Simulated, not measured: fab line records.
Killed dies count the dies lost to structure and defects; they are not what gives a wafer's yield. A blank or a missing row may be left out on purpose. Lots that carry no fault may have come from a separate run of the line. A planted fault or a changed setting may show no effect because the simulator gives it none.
fab line records	flow n5_finfet
record: lots: 9	wafers: 27	last_day: 17
route steps=1938 shown BEOL_M0_SAQP@637 BEOL_M4@1111 MIM_TOP@1835 PASSIVATION@1926
lots with no fault: from the same line, run without faults
start_h: hours from the record's opening day to when the first of the lot's shown wafers began	wait_h: hours from the lot's prior step to this one	" the same as in the row above	L1.1+2: several wafers, shown together as one row	- value missing, or start not given	* or withheld: withheld	< > ~ a bound
route shown NAME@n: NAME is a module with steps in the file, n the number in the route of the first one	usual: mean and standard deviation over wafers with no fault	same: alike in all rows	chamber/n: place in a boat	sites: readings site by site	_std_site: their standard deviation	_edge_site: the outer-site mean with the inner-site mean subtracted	radius_mm: for every site, how far away it sits from the centre of the wafer	mask NAME#n: copy n	behind: the last tool/chamber to shape the wafer	hold: the reason the lot was held/the length of the hold in hours/how it ended	device: the n, p or np transistor that did not switch	end of line: the same wafers' tests at the end of the route	a step given without rows: its recipe and nothing more	killed: dies that structure and defects cost at the first sort, which is not the same as the wafer's yield	map: a wafer's dies, marking killed ones x, the rest . and places with no die _
set.NAME: the setting the step ran with; set.NAME@STEP: the setting that earlier step ran with	model.NAME: the simulator's own value behind a step, which no gauge read
steps of the route over a sample of lots; a table a step, a row a wafer
services: from which hour (start_h, from the record's first day; less than 0 if before it) a tool's chamber was out of use, for how many hours, and why
== steps ==
step: N5_BEOL_M0_SAQP_PECVD_97
recipe: material: SiNx	target_thk_a: 230	temp_c: 350	precursor: SiH4/NH3/N2	pressure_torr: 1.5	rf_w: 300	time_s: 19.9
usual: heater_power_w: 570/73	showerhead_plenum_p_Torr: 5.14/0.083	throttle_valve_pct: 39.7/2.4
lot.wafer	tool	chamber	start_h	wait_h	heater_power_w	showerhead_plenum_p_Torr	since_wet_clean_h	throttle_valve_pct
L665.3	pecvd-01	2	103.83	0.0	608	4.97	235	36.1
L665.4	"	2	"	"	603	4.99	-	35.9
L665.5	"	0	"	"	535	5.23	-	40.0
L667.2	pecvd-01	2	125.99	0.0	555	4.98	257	36.3
L667.4	"	2	"	"	553	4.98	-	36.2
L667.6	"	1	"	"	515	5.12	-	38.7
L668.2	pecvd-04	2	128.94	0.0	651	5.08	2102	46.3
L668.4	"	2	"	"	657	5.08	-	46.2
L668.5	"	0	"	"	611	5.25	-	41.1
L670.1	pecvd-01	1	140.94	0.0	528	5.12	1751	38.4
L670.2	"	0	"	"	511	5.23	1026	40.3
L670.6	"	2	"	"	543	4.97	-	36.5
L672.2	pecvd-04	2	154.59	0.0	587	5.07	2127	46.1
L672.3	"	0	"	"	646	5.25	677	41.3
L672.4	"	2	"	"	591	5.08	-	46.2
L674.2	pecvd-04	0	160.27	0.0	568	5.25	683	41.3
L674.3	"	1	"	"	756	5.21	1408	40.6
L674.6	"	1	"	"	632	5.21	-	40.2
L675.2	pecvd-03	2	165.98	0.0	506	5.11	456	37.9
L675.3	"	0	"	"	528	5.17	1232	38.8
L675.6	"	0	"	"	550	5.17	-	39.1
L679.1	pecvd-04	0	197.99	0.0	625	5.25	721	41.5
L679.4	"	2	"	"	644	5.09	-	46.1
L679.6	"	0	"	"	619	5.24	-	41.3
L688.2	pecvd-01	2	248.39	0.0	587	4.97	380	36.8
L688.3	"	1	"	"	537	5.12	1859	38.3
L688.5	"	2	"	"	597	4.99	-	36.6
step: N5_BEOL_M4_RC_MEAS_101
usual: DIBL_N: 36.3/1.2	DIBL_P: 36.1/1.6	IOFF_N: 0.161/0.023	IOFF_P: 0.209/0.027	ION_N: 676/8.9	ION_P: 462/5.3	SS_N: 71.5/0.51	SS_P: 73.2/0.5	VT_N: 249.1/2.5	VT_P: -249.9/2.8
lot.wafer	tool	chamber	start_h	wait_h	DIBL_N[mV/V]	DIBL_P[mV/V]	IOFF_N[nA/um]	IOFF_P[nA/um]	ION_N[uA/um]	ION_P[uA/um]	SS_N[mV/dec]	SS_P[mV/dec]	VT_N[mV]	VT_P[mV]
L665.3	prober-02	0	156.33	0.3	36.5	36.8	0.164	0.203	671	460	71.8	72.7	246.1	-251.8
L665.4	"	0	"	"	35.7	35.0	0.142	0.183	672	457	70.8	73.3	247.2	-253.2
L665.5	"	0	"	"	34.8	33.1	0.129	0.157	667	451	71.7	73.5	250.9	-255.5
L667.2	prober-01	0	180.05	0.2	36.8	35.5	0.161	0.221	675	463	71.3	73.0	250.1	-248.8
L667.4	"	0	"	"	37.7	35.8	0.174	0.220	674	466	71.2	73.1	250.3	-249.0
L667.6	"	0	"	"	36.8	34.7	0.162	0.213	664	460	71.5	73.5	248.5	-247.3
L668.2	prober-02	0	182.19	0.2	35.7	34.7	0.146	0.190	672	463	71.5	72.8	252.3	-249.1
L668.4	"	0	"	"	34.9	33.4	0.125	0.172	666	457	70.9	72.9	252.6	-253.1
L668.5	"	0	"	"	34.4	33.8	0.125	0.180	667	464	71.1	72.9	252.0	-251.7
L670.1	prober-02	0	196.58	0.0	37.6	36.7	0.184	0.262	682	471	71.5	73.2	245.7	-246.9
L670.2	"	0	"	"	36.4	36.1	0.168	0.241	686	468	71.5	73.4	247.2	-244.0
L670.6	"	0	"	"	37.9	37.3	0.192	0.272	678	465	71.8	73.4	248.0	-243.8
L672.2	prober-01	0	211.89	0.2	34.3	34.7	0.129	0.158	664	450	71.2	73.6	252.9	-256.2
L672.3	"	0	"	"	35.1	35.5	0.140	0.175	679	461	71.3	73.3	248.6	-252.5
L672.4	"	0	"	"	35.0	35.4	0.140	0.171	663	454	71.4	73.3	249.8	-253.8
L674.2	prober-01	0	212.82	0.3	33.8	34.7	0.146	0.179	678	463	72.2	72.4	247.6	-253.7
L674.3	"	0	"	"	35.2	36.6	0.172	0.209	687	463	71.7	73.4	244.4	-249.4
L674.6	"	0	"	"	34.6	35.9	0.155	0.190	675	458	71.3	72.8	248.9	-251.1
L675.2	prober-01	0	226.46	0.2	36.6	36.6	0.164	0.206	684	463	71.7	72.9	246.6	-249.0
L675.3	"	0	"	"	36.6	37.1	0.165	0.209	687	465	71.4	73.7	249.3	-247.0
L675.6	"	0	"	"	36.2	36.4	0.150	0.196	673	457	70.7	73.0	248.3	-250.7
L679.1	prober-02	0	255.24	0.0	36.4	35.7	0.165	0.181	666	457	72.0	73.6	247.4	-253.8
L679.4	"	0	"	"	37.0	36.8	0.178	0.193	674	456	71.8	74.2	249.3	-253.1
L688.2	prober-01	0	310.37	0.2	37.1	36.4	0.166	0.217	679	465	71.8	73.3	250.1	-246.2
L688.3	"	0	"	"	36.0	35.6	0.143	0.202	674	463	71.9	73.1	250.6	-248.4
L688.5	"	0	"	"	35.0	34.3	0.132	0.178	662	457	71.6	73.4	251.1	-248.6
step: N5_MIM_TOP_ALD_01
recipe: material: HfO2	target_thk_a: 56	temp_c: withheld	ald_precursor_family: Hf-amide	ald_co_reactant: O3	pulse_time_s: 1	purge_time_s: 3	co_reactant_purge_time_s: 2	co_reactant_pulse_time_s: 3	ald_cycles: 62
usual: precursor_pulse_height_rel: 0.998/0.019
lot.wafer	tool	chamber	start_h	wait_h	precursor_pulse_height_rel	since_wet_clean_h
L665.3	ald_hk-01	0	-	-	0.997	1123
L665.4	"	3	"	"	1.029	1123
L665.5	"	3	"	"	1.010	-
L668.2	ald_hk-02	0	-	-	1.006	234
L668.4	"	3	"	"	0.995	234
L668.5	"	0	"	"	0.996	-
L667.2	ald_hk-03	2	-	-	0.981	2044
L667.4	"	1	"	"	1.018	2044
L667.6	"	2	"	"	0.983	-
L670.1	ald_hk-01	0	-	-	0.985	1158
L670.2	"	2	"	"	1.023	1158
L670.6	"	0	"	"	1.006	-
L672.2	ald_hk-01	0	-	-	0.986	1175
L672.3	"	2	"	"	0.982	1175
L672.4	"	3	"	"	1.028	1175
L674.2	ald_hk-01	3	-	-	1.047	1181
L674.3	"	1	"	"	0.997	1181
L674.6	"	0	"	"	0.978	-
L675.2	ald_hk-01	2	-	-	0.977	1198
L675.3	"	0	"	"	0.991	1198
L675.6	"	2	"	"	1.007	-
L679.1	ald_hk-01	1	-	-	1.008	1223
L679.4	"	0	"	"	1.034	1223
L688.2	ald_hk-03	1	-	-	1.003	2173
L688.3	"	3	"	"	0.985	2173
L688.5	"	0	"	"	0.976	-
step: N5_PASSIVATION_OVL_MEAS_66
recipe: points_per_wafer: 44
usual: PASS_OPEN_OVL: 0/5.7
same: points_per_wafer: 44
lot.wafer	tool	chamber	start_h	wait_h	PASS_OPEN_OVL[nm]
L665.3	overlay-01	0	250.53	0.0	8
L665.4	"	0	"	"	10
L665.5	"	0	"	"	10
L668.2	overlay-02	0	275.24	0.0	1
L668.4	"	0	"	"	3
L668.5	"	0	"	"	3
L667.2	overlay-01	0	275.88	0.0	0
L667.4	"	0	"	"	8
L667.6	"	0	"	"	-3
L670.1	overlay-01	0	287.66	0.0	-5
L670.2	"	0	"	"	-9
L670.6	"	0	"	"	-5
L672.2	overlay-01	0	304.88	0.0	-2
L672.3	"	0	"	"	5
L672.4	"	0	"	"	-7
L674.2	overlay-02	0	309.15	0.0	-3
L674.3	"	0	"	"	0
L674.6	"	0	"	"	-1
L675.2	overlay-02	0	330.89	0.0	1
L675.3	"	0	"	"	7
L675.6	"	0	"	"	-10
L679.1	overlay-01	0	355.01	0.0	8
L679.4	"	0	"	"	7
L688.2	overlay-02	0	405.07	0.0	0
L688.3	"	0	"	"	-7
L688.5	"	0	"	"	-3
step: N5_PASSIVATION_STRIP_48
recipe: chemistry: O2	power_w: 600	temp_c: 60	pressure_mtorr: 30	rf_frequency_hz: 6e+07	bias_power_w: 0	overash_fraction: 0.5	o2_flow_sccm: 225
usual: drypump_motor_current_A: 5.9/0.53	o2_flow_sccm: 224.9/1.1	oes_product_au: 0.82/0.087	rf_vpp_V: 4.1/2.3	showerhead_plenum_p_Torr: 2.13/0.062	throttle_valve_pct: 16.6/0.33
lot.wafer	tool	chamber	start_h	wait_h	drypump_motor_current_A	o2_flow_sccm	oes_product_au	rf_hours_counter_h	rf_vpp_V	showerhead_plenum_p_Torr	throttle_valve_pct
L665.3	rie_diel-01	3	251.14	0.1	5.1	224.3	0.71	240	2.4	1.98	16.8
L665.4	"	1	"	"	6.6	224.9	0.83	84	3.4	2.13	17.0
L665.5	"	1	"	"	6.6	225.2	0.85	-	7.9	2.13	16.9
L668.2	rie_diel-05	0	275.85	0.1	5.6	225.4	0.82	120	0.5	2.01	16.5
L668.4	"	1	"	"	6.2	224.7	0.92	34	4.9	2.15	16.4
L668.5	"	2	"	"	6.6	225.0	0.74	-	3.4	2.09	16.8
L667.2	rie_diel-01	2	276.59	0.1	6.7	225.7	0.69	228	1.9	2.08	16.8
L667.4	"	3	"	"	5.1	223.1	0.69	249	1.0	1.98	16.9
L667.6	"	3	"	"	5.1	223.8	0.72	-	0.5	1.98	16.9
L670.1	rie_diel-05	2	288.27	0.1	6.6	225.6	0.73	192	3.4	2.08	16.7
L670.2	"	0	"	"	5.6	225.7	0.79	124	5.7	2.02	16.6
L670.6	"	3	"	"	5.5	225.1	0.76	-	3.0	2.19	16.9
L672.2	rie_diel-01	1	305.97	0.1	6.6	225.3	0.83	104	3.4	2.12	17.0
L672.3	"	2	"	"	6.6	225.7	0.66	240	4.2	2.07	16.8
L672.4	"	1	"	"	6.6	225.6	0.84	-	3.0	2.12	17.1
L674.2	rie_diel-04	2	309.84	0.1	5.7	223.6	0.86	44	2.3	2.13	16.2
L674.3	"	1	"	"	5.7	224.9	0.73	183	4.2	2.08	17.0
L674.6	"	1	"	"	5.7	225.4	0.74	-	5.4	2.08	17.0
L675.2	rie_diel-01	2	331.50	0.1	6.6	225.7	0.70	250	0.6	2.07	16.9
L675.3	"	1	"	"	6.6	224.7	0.80	113	3.9	2.12	17.1
L675.6	"	0	"	"	5.4	225.3	0.84	-	1.9	2.11	17.0
L679.1	rie_diel-01	3	355.93	0.1	5.1	225.7	0.89	21	4.5	2.24	16.4
L679.4	"	0	"	"	5.5	223.7	0.81	117	6.7	2.11	17.0
L688.2	rie_diel-04	0	405.68	0.1	6.6	225.6	0.86	58	3.0	2.22	16.2
L688.3	"	3	"	"	5.7	225.0	0.92	25	1.0	2.14	16.2
L688.5	"	3	"	"	5.7	224.7	0.90	-	1.1	2.14	16.2
step: N5_PASSIVATION_PROBE_49
usual: defect_limited_yield: 91.3/1.5	killed_at_M0_to_M3: 35/10	killed_at_M4_up: 13/5.3	killed_at_contacts: 12/5.7	killed_at_front_end: 39/11	killed_at_other: 3.3/2.7	killed_dies: 102/18	killed_on_rim: 13/4	killed_open: 67/13	killed_short: 34/7.8	sort_bin_5_function: 5.1/1	sort_bin_6_memory: 3.3/0.68	sort_n_pass: 1078/18	sort_yield_pct: 91.3/1.5
same: gross_dies: 1180	killed_at_back_side: 0	sort_bin_4_leakage[%]: 0	sort_bin_8_speed[%]: 0
lot.wafer	tool	chamber	start_h	wait_h	defect_limited_yield[%]	killed_at_M0_to_M3	killed_at_M4_up	killed_at_contacts	killed_at_front_end	killed_at_other	killed_dies	killed_on_rim	killed_open	killed_short	sort_bin_5_function[%]	sort_bin_6_memory[%]	sort_n_pass	sort_yield_pct[%]
L679.1	prober-02	-	358.78	0.3	92.7	36	14	7	26	3	86	6	52	34	5.5	1.7	1094	92.7
L679.4	prober-02	-	358.93	0.5	90.3	30	17	21	43	3	114	12	61	53	5.3	3.8	1066	90.3
L679.6	prober-02	-	359.03	0.6	0	1125	15	10	26	4	1180	152	60	34	4.9	2.5	0	0
killed by level:class
L679.1 FIN_SAQP:geometric_particle:short=9 BEOL_M0:geometric_particle:open=9 BEOL_M0_SAQP:geometric_particle:open=6 MOL_CONTACT_COAG:geometric_particle:open=5 BEOL_M0_SAQP:geometric_particle:short=5 BEOL_M4:geometric_particle:open=5 BEOL_M1:geometric_particle:short=4 GATE_CUT:geometric_particle:open=3
L679.4 MOL_CONTACT_COAG:geometric_particle:open=16 FIN_SAQP:geometric_particle:short=10 BEOL_M4:geometric_particle:open=9 STI_FIN_REVEAL:geometric_particle:open=8 GATE_CUT:geometric_particle:short=8 BEOL_M0:geometric_particle:open=6 FIN_SAQP:geometric_particle:open=5 MOL_CONTACT_COAG:geometric_particle:short=5
L679.6 BEOL_M0_SAQP:area_pecvd=1086 BEOL_M4:geometric_particle:open=13 BEOL_M0_SAQP:geometric_particle:open=13 BEOL_M0_SAQP:geometric_particle:short=12 MOL_CONTACT_COAG:geometric_particle:open=9 FIN_SAQP:geometric_particle:short=6 FIN_SAQP:geometric_particle:open=5 BEOL_M1:geometric_particle:open=5
== services ==
tool	chamber	start_h	hours	kind
rie_diel-01	-	88.48	28.1	pm
rie_diel-04	-	101.30	0.5	repair
rie_diel-05	2	119.71	1.5	repair
ald_hk-02	-	131.99	1.5	repair
rie_diel-04	1	160.26	9.4	repair
ald_hk-03	-	182.48	2.2	repair
rie_diel-01	-	182.64	29.3	repair
pecvd-03	2	190.05	6.5	repair
pecvd-01	-	195.64	14.6	pm
rie_diel-04	2	210.03	5.3	repair
ald_hk-02	-	215.02	28.1	pm
rie_diel-04	1	217.31	5.0	repair
rie_diel-01	3	221.31	4.5	repair
pecvd-03	0	231.60	8.4	repair
ald_hk-03	-	233.84	14.6	pm
rie_diel-01	2	240.16	6.1	repair
rie_diel-04	1	265.61	2.8	repair
pecvd-01	0	267.79	6.9	repair
rie_diel-04	1	270.86	4.3	repair
rie_diel-04	3	283.85	4.2	repair
rie_diel-01	1	284.52	2.1	repair
rie_diel-04	2	298.45	3.9	repair
rie_diel-01	3	303.05	3.8	repair
pecvd-04	0	385.45	17.9	repair
== key ==
first_sign: step: N5_PASSIVATION_PROBE_49	reading: killed_at_M0_to_M3	direction: up	sigmas: 99+	usual: 35	struck: 1125
effect: step: N5_PASSIVATION_PROBE_49	reading: killed_dies	direction: up	sigmas: 60	usual: 102	struck: 1180
more_kills_born_at: N5_BEOL_M0_SAQP_PECVD_97@pecvd-04: 1086
met_at N5_BEOL_M0_SAQP_PECVD_97
struck_lots L679
struck_wafers L679.6
later_rows_left_out L679.6
not_acting_at N5_MIM_TOP_ALD_01,N5_PASSIVATION_OVL_MEAS_66,N5_PASSIVATION_STRIP_48
onset_between 160.27 197.99
fault: kind: process_parameter_drift	tool: pecvd-04	chamber: -	onset_h: 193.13	steps: N5_BEOL_M0_SAQP_PECVD_97	channel: time_s	offset: *	shape: step	end_h: 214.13	scope: struck_wafers_only	acts_in: *	stated: *
later_rows_left_out: the simulator's readings of these wafers behind a module that went badly wrong aren't trusted and aren't shown, but for the sort
